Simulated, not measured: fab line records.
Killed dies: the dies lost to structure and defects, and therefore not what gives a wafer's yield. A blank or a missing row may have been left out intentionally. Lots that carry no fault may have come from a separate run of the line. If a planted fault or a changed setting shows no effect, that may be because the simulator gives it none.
fab line records -- flow nandHarc
[record] lots = 5, wafers = 15, lastDay = 24
route steps=1159 shown P_M0@264
lots untouched by any fault: they come from a run of this same line in which no faults occurred
startH: hours from the record's opening day to when the first of the lot's shown wafers began -- waitH: time in hours since the lot's previous step -- " repeats the value in the row above -- L1.1+2: several wafers, shown together as one row -- - no value present, or no start provided -- * or withheld: withheld -- < > ~ a bound
route shown NAME@n: a module of which the file shows steps, and the number in the route of the first -- usual: the fault-free wafers' mean and standard deviation -- same: alike in all rows -- chamber/n: place in a boat -- sites: per-site readings -- _std_site: standard deviation of those values -- _edge_site: outer sites' mean less inner sites' -- radiusMm: for every site, how far away it sits from the centre of the wafer -- mask NAME#n: copy n -- behind: the most recent tool/chamber to have shaped the wafer -- hold: the reason the lot was held/the length of the hold in hours/how it ended -- device: whichever transistor did not switch (one of n, p or np) -- end of line: the route-end tests of the same wafers -- for a step that has no rows: nothing shown but its recipe -- killed: count of dies lost to structure and defects at first sort (not the wafer's yield) -- map: shows each die of a wafer: x if killed, . if not, _ if none is there
set.NAME: the setting the step ran with; set.NAME@STEP: the setting that earlier step ran with -- model.NAME: the simulator's own value behind a step, which no gauge read
certain route steps with their lots: each step a table, each wafer a row
services: from which hour (startH, from the record's first day; less than 0 if before it) a tool's chamber was out of use, for how many hours, and why
[[steps]]
[step NHARC_P_M0_OVL_MEAS_10]
[recipe] pitchNm = 180
[usual] overlayXNm = 0.0/0.78, overlayYNm = 0.4/0.83
lot.wafer,tool,chamber,startH,waitH,overlayXNm,overlayYNm
L438.2,overlay-02,-,134.07,-,0.1,-0.8
L438.5,overlay-02,-,134.07,-,0.3,-1.2
L438.6,overlay-02,-,134.07,-,0.7,-0.7
L440.1,overlay-01,-,148.02,-,-0.6,0.6
L440.3,overlay-01,-,148.02,-,0.0,0.8
L440.4,overlay-01,-,148.02,-,-0.5,0.6
L441.1,overlay-01,-,148.57,-,2.2,2.5
L441.2,overlay-01,-,148.57,-,2.4,2.4
L441.6,overlay-01,-,148.57,-,2.1,2.4
L450.1,overlay-02,-,208.19,-,-0.6,0.1
L450.2,overlay-02,-,208.19,-,-0.4,-0.4
L450.5,overlay-02,-,208.19,-,0.1,-0.4
L453.2,overlay-02,-,225.88,-,-0.2,1.7
L453.4,overlay-02,-,225.88,-,0.0,1.6
L453.5,overlay-02,-,225.88,-,-0.2,1.6
[step NHARC_P_M0_INSPECT_11]
[usual] rawDefectCount = 4.2/2.8
lot.wafer,tool,chamber,startH,waitH,rawDefectCount
L438.2,defectInspect-01,-,134.11,0.0,1
L438.5,defectInspect-01,-,134.11,0.0,7
L438.6,defectInspect-01,-,134.11,0.0,4
L440.1,defectInspect-01,-,148.05,0.0,1
L440.3,defectInspect-01,-,148.05,0.0,4
L440.4,defectInspect-01,-,148.05,0.0,4
L441.1,defectInspect-01,-,148.61,0.0,3
L441.2,defectInspect-01,-,148.61,0.0,4
L441.6,defectInspect-01,-,148.61,0.0,3
L450.1,defectInspect-02,-,208.22,0.0,5
L450.2,defectInspect-02,-,208.22,0.0,20
L450.5,defectInspect-02,-,208.22,0.0,10
L453.2,defectInspect-01,-,225.91,0.0,5
L453.4,defectInspect-01,-,225.91,0.0,1
L453.5,defectInspect-01,-,225.91,0.0,4
[step NHARC_P_M0_DESCUM_14]
[recipe] timeS = 3, o2FlowSccm = 200, arFlowSccm = 0, biasPowerW = 0, chemistry = O2
[usual] drypumpMotorCurrentA = 5.6/0.58, oesProductAu = 0.997/0.0075, rfVppV = 57.9/0.87, showerheadPlenumPTorr = 1.94/0.056, throttleValvePct = 11.311/0.0091
lot.wafer,tool,chamber,startH,waitH,drypumpMotorCurrentA,oesProductAu,rfHoursCounterH,rfVppV,showerheadPlenumPTorr,throttleValvePct
L438.2,rieDiel-09,3,134.17,0.1,5.5,0.994,4,56.7,1.89,11.305
L438.6,rieDiel-09,3,134.17,0.1,5.5,0.997,-,58.9,1.89,11.324
L438.5,rieDiel-09,1,134.17,0.1,5.3,1.000,-,58.2,1.92,11.306
L440.3,rieDiel-06,3,148.12,0.1,6.7,0.996,5,56.9,2.00,11.305
L440.4,rieDiel-06,1,148.12,0.1,4.9,1.004,4,57.7,1.90,11.312
L440.1,rieDiel-06,2,148.12,0.1,4.8,0.984,5,58.4,1.99,11.330
L441.1,rieDiel-07,3,148.67,0.1,4.9,0.996,6,58.7,2.00,11.312
L441.2,rieDiel-07,2,148.67,0.1,5.4,0.992,6,56.7,1.92,11.306
L441.6,rieDiel-07,3,148.67,0.1,4.9,1.000,-,58.9,2.00,11.306
L450.1,rieDiel-09,3,208.28,0.1,5.4,0.997,9,57.3,1.89,11.305
L450.2,rieDiel-09,0,208.28,0.1,5.7,0.972,10,57.9,2.00,11.314
L450.5,rieDiel-09,2,208.28,0.1,5.9,1.000,-,57.6,1.87,11.318
L453.2,rieDiel-07,1,225.98,0.1,5.6,1.000,11,58.5,2.01,11.312
L453.4,rieDiel-07,2,225.98,0.1,5.4,0.998,13,58.1,1.91,11.309
L453.5,rieDiel-07,1,225.98,0.1,5.6,0.999,-,60.0,2.01,11.327
[step NHARC_P_M0_ETCH_34]
[recipe] targetDepthA = 400, overetchA = 120, timeS = 43.94, ionEnergyEv = 200, n2FlowSccm = 150, h2FlowSccm = 150, arFlowSccm = 0, rfW = 400, biasW = 150, chemistry = N2/H2
[step NHARC_P_M0_ETCH_15]
[recipe] targetDepthA = 1500, overetchA = 150, timeS = 82.5, c4f8FlowSccm = withheld, arFlowSccm = 400, rfW = 600, biasW = 300, chemistry = C4F8/Ar
[usual] oesProductAu = 0.946/0.02, rfVppV = 441.6/1.9
lot.wafer,tool,chamber,startH,waitH,oesProductAu,rfHoursCounterH,rfVppV
L438.2,rieDiel-09,3,-,-,0.963,5,440.4
L438.5,rieDiel-09,0,-,-,0.949,-,443.8
L438.6,rieDiel-09,1,-,-,0.949,-,440.7
L440.3,rieDiel-06,1,-,-,0.921,4,440.3
L440.4,rieDiel-06,3,-,-,0.916,5,443.2
L440.1,rieDiel-06,0,-,-,0.925,5,441.3
L441.1,rieDiel-07,0,-,-,0.953,6,440.5
L441.2,rieDiel-07,1,-,-,0.975,6,443.1
L441.6,rieDiel-07,3,-,-,0.956,-,444.3
L450.2,rieDiel-09,0,-,-,0.920,10,443.8
L450.1,rieDiel-09,2,-,-,0.919,8,438.7
L450.5,rieDiel-09,0,-,-,0.923,-,444.1
L453.4,rieDiel-07,2,-,-,0.925,13,439.3
L453.2,rieDiel-07,3,-,-,0.930,13,444.0
L453.5,rieDiel-07,0,-,-,0.923,-,438.2
[step NHARC_P_M0_CD_MEAS_16]
[usual] cdNm = 90.0/0.59
lot.wafer,tool,chamber,startH,waitH,cdNm
L438.2,cdSem-01,-,134.52,-,89.6
L438.5,cdSem-01,-,134.52,-,89.3
L438.6,cdSem-01,-,134.52,-,89.8
L440.1,cdSem-02,-,148.41,-,90.7
L440.3,cdSem-02,-,148.41,-,89.7
L440.4,cdSem-02,-,148.41,-,90.5
L441.1,cdSem-02,-,148.97,-,90.1
L441.2,cdSem-02,-,148.97,-,90.3
L441.6,cdSem-02,-,148.97,-,91.3
L450.1,cdSem-02,-,209.07,-,89.1
L450.2,cdSem-02,-,209.07,-,89.3
L450.5,cdSem-02,-,209.07,-,88.9
L453.2,cdSem-02,-,226.28,-,90.2
L453.4,cdSem-02,-,226.28,-,90.4
L453.5,cdSem-02,-,226.28,-,90.2
[step NHARC_P_M0_STRIP_18]
[recipe] powerW = 1000, n2FlowSccm = 150, h2FlowSccm = 150, arFlowSccm = 0, biasW = 0, chemistry = N2/H2
[usual] drypumpMotorCurrentA = 5.5/0.45, oesProductAu = 0.999/0.0076, rfVppV = 90.9/0.91, showerheadPlenumPTorr = 2.07/0.062, throttleValvePct = 14.173/0.0087
lot.wafer,tool,chamber,startH,waitH,drypumpMotorCurrentA,oesProductAu,rfHoursCounterH,rfVppV,showerheadPlenumPTorr,throttleValvePct
L438.2,rieDiel-09,1,134.72,0.2,5.3,1.008,4,91.0,2.05,14.166
L438.6,rieDiel-09,3,134.72,0.2,5.5,1.012,-,90.2,2.01,14.180
L438.5,rieDiel-09,0,134.72,0.2,5.7,0.995,-,91.1,2.14,14.166
L440.1,rieDiel-09,1,148.49,0.1,5.3,0.995,5,90.4,2.05,14.154
L440.4,rieDiel-09,1,148.49,0.1,5.3,0.996,-,90.8,2.05,14.186
L440.3,rieDiel-09,0,148.49,0.1,5.7,1.001,-,91.1,2.14,14.167
L441.1,rieDiel-06,3,149.04,0.1,6.7,1.009,5,91.1,2.14,14.174
L441.2,rieDiel-06,0,149.04,0.1,6.2,0.995,5,89.0,2.03,14.180
L441.6,rieDiel-06,0,149.04,0.1,6.3,0.990,-,90.7,2.03,14.152
L450.1,rieDiel-07,0,209.18,0.1,5.5,1.008,11,90.5,1.98,14.172
L450.2,rieDiel-07,1,209.18,0.1,5.6,1.005,10,90.3,2.15,14.176
L450.5,rieDiel-07,3,209.18,0.1,4.9,1.015,-,89.5,2.13,14.177
L453.2,rieDiel-07,3,226.35,0.1,4.9,0.991,13,90.6,2.13,14.179
L453.4,rieDiel-07,2,226.35,0.1,5.4,0.998,13,91.0,2.04,14.172
L453.5,rieDiel-07,3,226.35,0.1,4.9,1.009,-,91.2,2.13,14.184
[step NHARC_P_M0_STRIP_19]
[recipe] timeS = 600, tempC = 30, chemistry = postEtchResidueRemover
[step NHARC_P_M0_DEGAS_28]
[recipe] tempC = 250, timeS = 60
[step NHARC_P_M0_PRE_CLEAN_29]
[recipe] timeS = 30, tempC = 280, gas = H2/He
[step NHARC_P_M0_PVD_20]
[recipe] targetThkA = 50, biasV = 168.6, powerW = 15000, chamberPressurePa = 0.12, timeS = 8.06, substrateTempC = 50, material = TaN
[usual] throttleValvePct = 29.5/0.79
lot.wafer,tool,chamber,startH,waitH,throttleValvePct
L438.2,pvdSputter-03,-,-,-,27.9
L438.6,pvdSputter-03,-,-,-,29.0
L438.5,pvdSputter-03,-,-,-,29.4
L440.4,pvdSputter-02,-,-,-,29.3
L440.1,pvdSputter-02,-,-,-,29.6
L440.3,pvdSputter-02,-,-,-,28.9
L441.1,pvdSputter-02,-,-,-,28.8
L441.2,pvdSputter-02,-,-,-,29.5
L441.6,pvdSputter-02,-,-,-,28.8
L450.2,pvdSputter-01,-,-,-,29.3
L450.1,pvdSputter-01,-,-,-,30.6
L450.5,pvdSputter-01,-,-,-,29.3
L453.4,pvdSputter-03,-,-,-,30.9
L453.2,pvdSputter-03,-,-,-,27.9
L453.5,pvdSputter-03,-,-,-,28.8
[step NHARC_P_M0_PVD_21]
[recipe] targetThkA = 300, chamberPressurePa = 5, powerW = 5000, substrateTempC = 30, timeS = 20.49, material = Cu
[usual] throttleValvePct = 29.5/0.76
lot.wafer,tool,chamber,startH,waitH,throttleValvePct
L438.2,pvdSputter-03,-,-,-,27.8
L438.6,pvdSputter-03,-,-,-,30.9
L438.5,pvdSputter-03,-,-,-,29.0
L440.3,pvdSputter-02,-,-,-,29.3
L440.1,pvdSputter-02,-,-,-,29.1
L440.4,pvdSputter-02,-,-,-,29.4
L441.2,pvdSputter-02,-,-,-,29.2
L441.1,pvdSputter-02,-,-,-,29.5
L441.6,pvdSputter-02,-,-,-,29.4
L450.1,pvdSputter-01,-,-,-,29.4
L450.2,pvdSputter-01,-,-,-,29.2
L450.5,pvdSputter-01,-,-,-,29.2
L453.2,pvdSputter-03,-,-,-,27.9
L453.4,pvdSputter-03,-,-,-,31.0
L453.5,pvdSputter-03,-,-,-,27.9
[step NHARC_P_M0_ECD_22]
[recipe] targetThkA = 4000, bathTempC = 25, material = Cu
lot.wafer,tool,chamber,startH,waitH
L438.2+5+6,ecdCu-01,"0,1,0",135.67,-
L440.1+3+4,ecdCu-01,"1,0,1",149.60,-
L441.2+1+6,ecdCu-02,"1,0,1",149.96,-
L450.1+2+5,ecdCu-02,"1,0,1",210.06,-
L453.2+4+5,ecdCu-01,"1,0,0",227.32,-
[step NHARC_P_M0_ANNEAL_30]
[recipe] tempC = 225, timeS = 90
[step NHARC_P_M0_CMP_23]
[recipe] tOverpolishS = 20, targetThkNm = 117.53
[usual] motorCurrentA = 12.7/1.6, timeToEndpointS = 27.9/2.2
lot.wafer,tool,chamber,startH,waitH,motorCurrentA,timeToEndpointS
L438.2,cmp-04,3,136.40,-,10.8,28.6
L438.5,cmp-04,1,136.40,-,13.2,32.4
L438.6,cmp-04,2,136.40,-,14.7,28.4
L440.1,cmp-04,0,150.30,-,11.6,12.9
L440.4,cmp-04,1,150.30,-,13.0,30.2
L440.3,cmp-04,2,150.30,-,14.2,29.4
L441.1,cmp-03,2,150.68,-,11.2,28.7
L441.2,cmp-03,1,150.68,-,12.5,27.1
L441.6,cmp-03,3,150.68,-,15.8,23.9
L450.2,cmp-04,2,210.78,-,15.7,32.4
L450.1,cmp-04,1,210.78,-,12.8,31.1
L450.5,cmp-04,3,210.78,-,10.8,29.6
L453.4,cmp-04,3,228.02,-,10.9,25.1
L453.2,cmp-04,0,228.02,-,11.8,24.7
L453.5,cmp-04,0,228.02,-,11.8,25.3
[[services]]
tool,chamber,startH,hours,kind
rieDiel-09,0,110.86,-,clean
rieDiel-09,1,110.86,-,clean
rieDiel-09,2,110.86,-,clean
rieDiel-09,3,110.86,-,clean
rieDiel-07,1,114.16,2.4,repair
cmp-04,-,114.56,0.2,repair
rieDiel-07,-,128.03,0.5,repair
rieDiel-06,-,130.10,0.2,repair
rieDiel-09,2,130.72,19.2,repair
rieDiel-07,0,133.73,-,clean
cmp-03,-,144.78,0.5,repair
rieDiel-09,3,146.04,5.1,repair
cmp-04,-,154.28,1.1,repair
cmp-03,-,158.89,4.0,pm
cmp-03,-,168.37,3.5,repair
ecdCu-02,-,180.00,8.0,pm
rieDiel-07,3,195.03,1.2,repair
pvdSputter-01,-,198.96,10.0,pm
cmp-04,-,203.11,4.0,pm
rieDiel-09,1,207.74,32.3,repair
rieDiel-06,1,208.61,9.3,repair
ecdCu-02,-,212.91,11.2,repair
pvdSputter-02,-,214.00,10.0,pm
cmp-03,-,227.37,2.7,repair
[[key]]
[firstSign] step = NHARC_P_M0_CMP_23, reading = timeToEndpointS, direction = down, sigmas = 6.9, usual = *, struck = *
effect none on later readings
metAt NHARC_P_M0_ECD_22
struckWafers L440.1
laterRowsLeftOut L440.1
sortLeftOut L440.1
onsetBetween 135.67 149.60
[fault] kind = processParameterDrift, tool = ecdCu-01, chamber = -, onsetH = 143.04, steps = NHARC_P_M0_ECD_22, channel = targetThkA, offset = *, shape = step, endH = 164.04, scope = struckWafersOnly, actsIn = *, stated = *
// sortLeftOut: the simulated sort isn't trusted on such a fault, so these wafers' sort isn't shown, and their yield isn't known
// laterRowsLeftOut: the simulator's readings of these wafers behind a module that went badly wrong aren't trusted and aren't shown, but for the sort
